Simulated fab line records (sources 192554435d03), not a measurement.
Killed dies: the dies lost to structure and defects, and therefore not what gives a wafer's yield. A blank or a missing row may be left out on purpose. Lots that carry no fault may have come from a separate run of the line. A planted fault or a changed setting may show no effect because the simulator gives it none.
What tool caused it? + flow n5-finfet + 24 lots with 72 wafers sampled at 6 steps, on a route of 1938 steps

WHAT THE GAUGES SHOWED, per wafer
N5_BEOL_M7_CD_MEAS_28 targets a cd of 40 nm.
| lot  | measured     | on        | cd-nm (nm)        |
|------|--------------|-----------|-------------------|
| L074 | day 10 04:44 | cd-sem-01 | 40.26 40.33 40.01 |
| L075 | day 10 12:54 | cd-sem-01 | 39.88 39.99 40.07 |
| L077 | day 10 19:10 | cd-sem-01 | 40.20 39.83 39.92 |
| L078 | day 11 09:17 | cd-sem-03 | 40.37 40.01 40.06 |
| L076 | day 11 09:20 | cd-sem-01 | 39.81 40.24 40.12 |
| L079 | day 11 12:20 | cd-sem-02 | 39.83 39.96 39.93 |
| L080 | day 11 15:37 | cd-sem-01 | 40.08 39.82 39.80 |
| L081 | day 11 21:38 | cd-sem-03 | 40.01 40.14 39.94 |
| L082 | day 12 09:43 | cd-sem-03 | 40.24 40.22 40.43 |
| L083 | day 12 11:57 | cd-sem-02 | 39.86 39.57 39.86 |
| L084 | day 12 21:11 | cd-sem-01 | 40.37 40.08 40.20 |
| L086 | day 13 00:20 | cd-sem-02 | 39.66 39.60 39.77 |
| L085 | day 13 09:05 | cd-sem-03 | 40.45 39.99 40.01 |
| L087 | day 13 09:18 | cd-sem-01 | 39.63 40.09 40.15 |
| L088 | day 13 17:44 | cd-sem-03 | 40.33 40.44 40.09 |
| L089 | day 13 21:46 | cd-sem-02 | 39.74 40.16 39.80 |
| L090 | day 14 06:20 | cd-sem-03 | 40.21 40.10 39.53 |
| L091 | day 14 15:49 | cd-sem-02 | 40.41 40.57 40.32 |
| L092 | day 14 18:53 | cd-sem-01 | 40.03 40.09 40.12 |
| L093 | day 14 22:18 | cd-sem-03 | 40.13 40.19 40.46 |
| L094 | day 15 01:31 | cd-sem-01 | 40.23 40.55 39.96 |
| L095 | day 15 09:27 | cd-sem-03 | 39.70 40.09 39.86 |
| L096 | day 15 16:18 | cd-sem-02 | 39.93 39.74 40.37 |
| L097 | day 16 10:45 | cd-sem-02 | 40.01 39.63 39.93 |

N5_BEOL_M8_THK_MEAS_01.
| lot  | measured     | on            | M8_ILD_THK (nm)   |
|------|--------------|---------------|-------------------|
| L074 | day 10 08:23 | film-metro-02 | 158.7 156.4 160.8 |
| L075 | day 10 18:27 | film-metro-01 | 152.5 154.9 156.3 |
| L077 | day 11 00:22 | film-metro-02 | 153.1 156.1 155.9 |
| L078 | day 11 14:46 | film-metro-02 | 153.4 154.7 154.6 |
| L076 | day 11 15:13 | film-metro-01 | 152.3 153.6 152.3 |
| L079 | day 11 18:09 | film-metro-02 | 154.0 154.4 155.8 |
| L080 | day 11 20:22 | film-metro-01 | 155.0 156.4 155.1 |
| L081 | day 12 02:10 | film-metro-01 | 154.4 152.1 157.0 |
| L082 | day 12 14:35 | film-metro-02 | 151.8 153.8 155.4 |
| L083 | day 12 17:50 | film-metro-01 | 152.4 152.8 155.3 |
| L084 | day 13 02:53 | film-metro-02 | 151.5 156.5 155.2 |
| L086 | day 13 04:19 | film-metro-02 | 156.0 153.5 154.1 |
| L085 | day 13 15:27 | film-metro-01 | 156.6 156.5 157.8 |
| L087 | day 13 15:20 | film-metro-01 | 156.4 155.0 157.2 |
| L088 | day 13 22:49 | film-metro-01 | 154.7 154.5 157.4 |
| L089 | day 14 01:40 | film-metro-01 | 152.5 153.6 154.2 |
| L090 | day 14 10:53 | film-metro-01 | 154.8 155.5 157.3 |
| L091 | day 14 21:30 | film-metro-02 | 151.9 156.8 157.5 |
| L092 | day 15 00:09 | film-metro-01 | 153.9 154.6 155.5 |
| L093 | day 15 03:50 | film-metro-02 | 155.7 155.5 156.5 |
| L094 | day 15 06:01 | film-metro-01 | 153.2 155.7 156.7 |
| L095 | day 15 13:20 | film-metro-02 | 151.7 157.5 155.6 |
| L096 | day 15 22:59 | film-metro-02 | 154.5 154.9 155.9 |
| L097 | day 16 15:17 | film-metro-02 | 154.4 152.7 154.9 |

N5_BEOL_M8_OVL_MEAS_12.
| lot  | measured     | on         | M8_OVL (nm)    |
|------|--------------|------------|----------------|
| L074 | day 10 09:47 | overlay-02 | -0.6 -0.6 1.1  |
| L075 | day 10 20:04 | overlay-01 | -0.1 -0.2 0.2  |
| L077 | day 11 01:26 | overlay-01 | -0.2 -0.5 0.0  |
| L078 | day 11 16:58 | overlay-01 | 0.0 0.4 -0.6   |
| L076 | day 11 17:11 | overlay-01 | -0.5 -1.0 0.1  |
| L079 | day 11 19:46 | overlay-02 | -1.1 -0.4 -0.9 |
| L080 | day 11 22:53 | overlay-01 | 0.0 -1.7 -0.8  |
| L081 | day 12 05:04 | overlay-02 | 0.4 0.0 -0.2   |
| L082 | day 12 16:47 | overlay-02 | -0.1 -1.4 0.0  |
| L083 | day 12 21:43 | overlay-01 | -1.9 -1.0 -0.7 |
| L084 | day 13 04:19 | overlay-01 | -0.1 -1.0 -0.1 |
| L086 | day 13 05:27 | overlay-01 | -0.2 -1.6 -0.7 |
| L085 | day 13 18:28 | overlay-01 | -0.1 0.2 -0.1  |
| L087 | day 13 18:18 | overlay-02 | -0.1 -1.2 -1.1 |
| L088 | day 14 00:16 | overlay-02 | -0.3 -1.0 -0.6 |
| L089 | day 14 04:37 | overlay-02 | 0.1 0.0 -0.6   |
| L090 | day 14 12:19 | overlay-01 | 0.9 -0.2 0.9   |
| L091 | day 14 23:27 | overlay-01 | 0.0 -0.1 0.4   |
| L092 | day 15 02:10 | overlay-02 | -2.2 -2.1 -0.4 |
| L093 | day 15 05:18 | overlay-01 | -1.5 -1.0 -0.5 |
| L094 | day 15 08:17 | overlay-01 | 0.3 0.4 0.5    |
| L095 | day 15 15:29 | overlay-02 | 0.2 -0.3 -0.5  |
| L096 | day 16 03:28 | overlay-01 | 0.0 -0.3 0.2   |
| L097 | day 16 16:43 | overlay-01 | -0.1 -0.3 -1.2 |

WHICH TOOL RAN EACH LOT (tool, then ch and the chambers of the sampled wafers, then the start)
| lot  | N5_BEOL_M7_DESCUM_16               | N5_BEOL_M7_ETCH_72                 | N5_BEOL_M8_HM_DEP_02         |
|------|------------------------------------|------------------------------------|------------------------------|
| L074 | rie-diel-01 ch 0,2, day 10 03:17   | rie-diel-01 ch 1,3, day 10 04:57   | pvd-sputter-02, day 10 09:16 |
| L075 | rie-diel-04 ch 1,2,3, day 10 09:37 | rie-diel-06 ch 0,2,3, day 10 13:25 | pvd-sputter-01, day 10 19:40 |
| L077 | rie-diel-06 ch 0,2, day 10 14:49   | rie-diel-06 ch 0,1,2, day 10 20:01 | pvd-sputter-03, day 11 01:02 |
| L078 | rie-diel-04 ch 1,2,3, day 11 05:46 | rie-diel-04 ch 2,3, day 11 10:14   | pvd-sputter-01, day 11 16:34 |
| L076 | rie-diel-04 ch 1,3, day 11 06:01   | rie-diel-01 ch 0,1,3, day 11 10:19 | pvd-sputter-01, day 11 16:40 |
| L079 | rie-diel-06 ch 0,2,3, day 11 11:32 | rie-diel-04 ch 0,2,3, day 11 12:30 | pvd-sputter-03, day 11 19:22 |
| L080 | rie-diel-04 ch 1,2, day 11 14:34   | rie-diel-01 ch 0,1, day 11 15:46   | pvd-sputter-01, day 11 22:21 |
| L081 | rie-diel-01 ch 0,1,3, day 11 18:49 | rie-diel-06 ch 0,3, day 11 21:47   | pvd-sputter-01, day 12 04:40 |
| L082 | rie-diel-04 ch 0,2,3, day 12 05:43 | rie-diel-06 ch 0,2,3, day 12 09:53 | pvd-sputter-02, day 12 16:16 |
| L083 | rie-diel-04 ch 0,2,3, day 12 11:11 | rie-diel-04 ch 0,1,3, day 12 12:07 | pvd-sputter-02, day 12 21:19 |
| L084 | rie-diel-06 ch 0,3, day 12 18:16   | rie-diel-06 ch 2,3, day 12 21:20   | pvd-sputter-02, day 13 03:47 |
| L086 | rie-diel-01 ch 0,1,2, day 12 22:07 | rie-diel-04 ch 0,1,2, day 13 00:29 | pvd-sputter-03, day 13 05:02 |
| L085 | rie-diel-01 ch 1,2,3, day 13 08:09 | rie-diel-01 ch 0,1,2, day 13 09:37 | pvd-sputter-03, day 13 17:52 |
| L087 | rie-diel-01 ch 0,1,2, day 13 08:27 | rie-diel-06 ch 2,3, day 13 09:46   | pvd-sputter-03, day 13 17:46 |
| L088 | rie-diel-04 ch 0,3, day 13 14:37   | rie-diel-06 ch 2,3, day 13 18:09   | pvd-sputter-01, day 13 23:44 |
| L089 | rie-diel-06 ch 0,1,3, day 13 19:17 | rie-diel-01 ch 0,1,3, day 13 21:55 | pvd-sputter-02, day 14 04:05 |
| L090 | rie-diel-06 ch 0,2,3, day 14 05:08 | rie-diel-06 ch 0,1,3, day 14 06:32 | pvd-sputter-03, day 14 11:47 |
| L091 | rie-diel-06 ch 0,1, day 14 12:17   | rie-diel-04 ch 0,3, day 14 16:31   | pvd-sputter-01, day 14 22:56 |
| L092 | rie-diel-06 ch 0,1,2, day 14 17:10 | rie-diel-04 ch 0,3, day 14 19:03   | pvd-sputter-01, day 15 01:46 |
| L093 | rie-diel-04 ch 1,2,3, day 14 20:39 | rie-diel-01 ch 0,1,2, day 14 22:59 | pvd-sputter-03, day 15 04:46 |
| L094 | rie-diel-06 ch 0,2, day 14 23:31   | rie-diel-06 ch 0,2, day 15 01:50   | pvd-sputter-03, day 15 07:53 |
| L095 | rie-diel-01 ch 1,2, day 15 05:58   | rie-diel-04 ch 2,3, day 15 09:37   | pvd-sputter-01, day 15 14:58 |
| L096 | rie-diel-01 ch 1,2,3, day 15 15:20 | rie-diel-04 ch 0,1,2, day 15 16:28 | pvd-sputter-01, day 16 02:56 |
| L097 | rie-diel-01 ch 0,2,3, day 16 09:14 | rie-diel-06 ch 0,3, day 16 10:55   | pvd-sputter-03, day 16 16:11 |
- N5_BEOL_M7_DESCUM_16: chemistry O2, time 7.9 s.
- N5_BEOL_M7_ETCH_72: etches underlayer in N2/H2, target depth 6.5 nm, time 5.2 s.
- N5_BEOL_M8_HM_DEP_02: deposits TiN, target thk 20 nm.

AS READ BY THE TOOLS THEMSELVES (means over the sampled wafers that have a number; for cases with no such wafer, the mark the record gives instead)
N5_BEOL_M7_DESCUM_16.
| lot  | tool        | bias-power-w (W) | chamber-pressure-mTorr (mTorr) | drypump-motor-current-A (A) | o2-flow-sccm (sccm) | oes-product-au (a.u.) | rf-vpp-V (V) | showerhead-plenum-p-Torr (Torr) | throttle-valve-pct (%) |
|------|-------------|------------------|--------------------------------|-----------------------------|---------------------|-----------------------|--------------|---------------------------------|------------------------|
| L074 | rie-diel-01 | 20.00            | 19.984                         | 5.1                         | 225.5               | 0.77                  | 242.6        | 2.04                            | 20.36                  |
| L075 | rie-diel-04 | 20.00            | 19.972                         | 6.0                         | 225.5               | 0.79                  | 243.5        | 2.11                            | 20.48                  |
| L077 | rie-diel-06 | 19.99            | 20.016                         | 6.4                         | 225.0               | 0.89                  | 243.5        | 2.13                            | 20.27                  |
| L078 | rie-diel-04 | 20.02            | 20.008                         | 6.0                         | 225.0               | 0.79                  | 243.2        | 2.11                            | 20.49                  |
| L076 | rie-diel-04 | 20.01            | 19.999                         | 5.9                         | 225.3               | 0.78                  | 243.3        | 2.16                            | 20.44                  |
| L079 | rie-diel-06 | 20.04            | 20.009                         | 6.0                         | 224.8               | 0.82                  | 242.6        | 2.08                            | 20.48                  |
| L080 | rie-diel-04 | 20.04            | 20.007                         | 6.0                         | 224.3               | 0.75                  | 243.9        | 2.12                            | 20.56                  |
| L081 | rie-diel-01 | 20.04            | 20.007                         | 5.9                         | 225.0               | 0.82                  | 243.0        | 2.09                            | 20.24                  |
| L082 | rie-diel-04 | 19.93            | 20.012                         | 5.8                         | 225.4               | 0.84                  | 243.7        | 2.13                            | 20.42                  |
| L083 | rie-diel-04 | 19.97            | 20.007                         | 5.8                         | 225.4               | 0.83                  | 243.5        | 2.13                            | 20.42                  |
| L084 | rie-diel-06 | 20.06            | 20.003                         | 5.5                         | 225.6               | 0.75                  | 242.2        | 2.03                            | 20.63                  |
| L086 | rie-diel-01 | 19.96            | 19.992                         | 5.7                         | 225.0               | 0.77                  | 243.6        | 2.07                            | 20.38                  |
| L085 | rie-diel-01 | 20.02            | 20.004                         | 5.7                         | 225.2               | 0.79                  | 242.9        | 2.05                            | 20.31                  |
| L087 | rie-diel-01 | 20.04            | 20.009                         | 5.7                         | 224.4               | 0.77                  | 242.7        | 2.07                            | 20.39                  |
| L088 | rie-diel-04 | 20.01            | 19.988                         | 5.5                         | 225.0               | 0.87                  | 243.7        | 2.20                            | 20.30                  |
| L089 | rie-diel-06 | 20.03            | 20.000                         | 5.4                         | 225.5               | 0.75                  | 242.9        | 2.05                            | 20.55                  |
| L090 | rie-diel-06 | 20.05            | 19.995                         | 6.0                         | 224.5               | 0.80                  | 243.1        | 2.07                            | 20.52                  |
| L091 | rie-diel-06 | 19.99            | 19.997                         | 5.8                         | 225.4               | 0.80                  | 243.4        | 2.10                            | 20.35                  |
| L092 | rie-diel-06 | 19.97            | 19.989                         | 5.9                         | 224.8               | 0.80                  | 243.4        | 2.10                            | 20.42                  |
| L093 | rie-diel-04 | 20.00            | 19.982                         | 6.0                         | 224.7               | 0.77                  | 242.8        | 2.10                            | 20.53                  |
| L094 | rie-diel-06 | 20.01            | 19.992                         | 6.5                         | 225.2               | 0.85                  | 244.3        | 2.12                            | 20.38                  |
| L095 | rie-diel-01 | 20.01            | 20.002                         | 6.2                         | 224.3               | 0.75                  | 242.6        | 2.06                            | 20.45                  |
| L096 | rie-diel-01 | 20.03            | 20.009                         | 5.7                         | 225.3               | 0.77                  | 243.0        | 2.04                            | 20.33                  |
| L097 | rie-diel-01 | 19.97            | 19.988                         | 5.2                         | 225.2               | 0.77                  | 242.3        | 2.04                            | 20.31                  |

N5_BEOL_M7_ETCH_72.
| lot  | tool        | chamber-pressure-mTorr (mTorr) | drypump-motor-current-A (A) | etch-rf-on-time-s (s) | oes-product-au (a.u.) | rf-vpp-V (V) | showerhead-plenum-p-Torr (Torr) | throttle-valve-pct (%) |
|------|-------------|--------------------------------|-----------------------------|-----------------------|-----------------------|--------------|---------------------------------|------------------------|
| L074 | rie-diel-01 | 30.04                          | 6.3                         | 5.21                  | 0.71                  | 523.2        | 2.54                            | 17.68                  |
| L075 | rie-diel-06 | 30.01                          | 6.0                         | 5.13                  | 0.71                  | 522.9        | 2.53                            | 17.97                  |
| L077 | rie-diel-06 | 29.99                          | 6.0                         | 5.17                  | 0.71                  | 524.6        | 2.56                            | 17.85                  |
| L078 | rie-diel-04 | 29.99                          | 6.0                         | 5.21                  | 0.71                  | 524.9        | 2.53                            | 17.82                  |
| L076 | rie-diel-01 | 30.00                          | 5.9                         | 5.11                  | 0.71                  | 523.4        | 2.54                            | 17.67                  |
| L079 | rie-diel-04 | 29.99                          | 5.8                         | 5.25                  | 0.72                  | 525.0        | 2.57                            | 17.79                  |
| L080 | rie-diel-01 | 29.99                          | 5.9                         | 5.22                  | 0.68                  | 524.7        | 2.57                            | 17.79                  |
| L081 | rie-diel-06 | 29.98                          | 5.5                         | 5.26                  | 0.64                  | 521.7        | 2.47                            | 18.09                  |
| L082 | rie-diel-06 | 30.02                          | 6.0                         | 5.21                  | 0.69                  | 523.7        | 2.53                            | 17.97                  |
| L083 | rie-diel-04 | 30.02                          | 5.7                         | 5.14                  | 0.71                  | 526.3        | 2.64                            | 17.77                  |
| L084 | rie-diel-06 | 29.99                          | 5.6                         | 5.17                  | 0.65                  | 522.3        | 2.47                            | 18.16                  |
| L086 | rie-diel-04 | 29.94                          | 5.8                         | 5.16                  | 0.68                  | 525.3        | 2.59                            | 17.92                  |
| L085 | rie-diel-01 | 30.01                          | 5.7                         | 5.18                  | 0.66                  | 523.7        | 2.52                            | 17.86                  |
| L087 | rie-diel-06 | 29.98                          | 6.1                         | 5.15                  | 0.70                  | 523.4        | 2.53                            | 18.05                  |
| L088 | rie-diel-06 | 29.95                          | 6.1                         | 5.18                  | 0.69                  | 524.0        | 2.52                            | 18.06                  |
| L089 | rie-diel-01 | 30.04                          | 5.9                         | 5.13                  | 0.69                  | 523.3        | 2.53                            | 17.71                  |
| L090 | rie-diel-06 | 30.00                          | 5.4                         | 5.26                  | 0.63                  | 522.2        | 2.49                            | 17.99                  |
| L091 | rie-diel-04 | 29.96                          | 5.5                         | 5.16                  | 0.74                  | 528.1        | 2.66                            | 17.67                  |
| L092 | rie-diel-04 | 30.02                          | 5.7                         | 5.19                  | 0.72                  | 526.7        | 2.61                            | 17.70                  |
| L093 | rie-diel-01 | 29.99                          | 5.7                         | 5.23                  | 0.65                  | 522.0        | 2.51                            | 17.87                  |
| L094 | rie-diel-06 | 29.97                          | 6.5                         | 5.12                  | 0.72                  | 524.5        | 2.58                            | 17.88                  |
| L095 | rie-diel-04 | 30.00                          | 6.0                         | 5.16                  | 0.68                  | 523.8        | 2.52                            | 17.87                  |
| L096 | rie-diel-04 | 30.06                          | 5.8                         | 5.15                  | 0.66                  | 523.7        | 2.58                            | 17.97                  |
| L097 | rie-diel-06 | 29.98                          | 5.9                         | 5.12                  | 0.74                  | 526.0        | 2.62                            | 17.82                  |

N5_BEOL_M8_HM_DEP_02.
| lot  | tool           | throttle-valve-pct (%) |
|------|----------------|------------------------|
| L074 | pvd-sputter-02 | 30.1                   |
| L075 | pvd-sputter-01 | 30.3                   |
| L077 | pvd-sputter-03 | 31.1                   |
| L078 | pvd-sputter-01 | 30.3                   |
| L076 | pvd-sputter-01 | 30.9                   |
| L079 | pvd-sputter-03 | 30.3                   |
| L080 | pvd-sputter-01 | 30.5                   |
| L081 | pvd-sputter-01 | 30.3                   |
| L082 | pvd-sputter-02 | 29.4                   |
| L083 | pvd-sputter-02 | 29.5                   |
| L084 | pvd-sputter-02 | 29.4                   |
| L086 | pvd-sputter-03 | 30.3                   |
| L085 | pvd-sputter-03 | 30.4                   |
| L087 | pvd-sputter-03 | 30.5                   |
| L088 | pvd-sputter-01 | 30.5                   |
| L089 | pvd-sputter-02 | 29.7                   |
| L090 | pvd-sputter-03 | 31.1                   |
| L091 | pvd-sputter-01 | 30.3                   |
| L092 | pvd-sputter-01 | 30.4                   |
| L093 | pvd-sputter-03 | 31.7                   |
| L094 | pvd-sputter-03 | 31.3                   |
| L095 | pvd-sputter-01 | 30.4                   |
| L096 | pvd-sputter-01 | 30.7                   |
| L097 | pvd-sputter-03 | 30.6                   |

THE ANSWER, worked out from the rows above alone
Rule: the lots themselves supply what counts as usual. Put in order of their means at a reading, lots are off if they are a third of the lots or fewer, leave a main group of 4 or more, and stand apart from it by a gap of 3 or more times the standard deviation of the main group's means; of several such gaps the widest counts. A main group is skipped when, at the precision printed for the reading in the tables above, its means are all equal. A lot without any number at a reading at which 4 lots or more have one is off too. The other lots that the step has rows for count as sound. First the gauges in route order, then the tools' own readings, where a lot's mean is used as printed above. The first step at which some lot is off is used, and at that step the reading that is off furthest; a lot without a number counts as furthest.
No lot is off at any reading shown: from this, nothing can be told.

WHAT THE SIMULATOR HAD PUT IN
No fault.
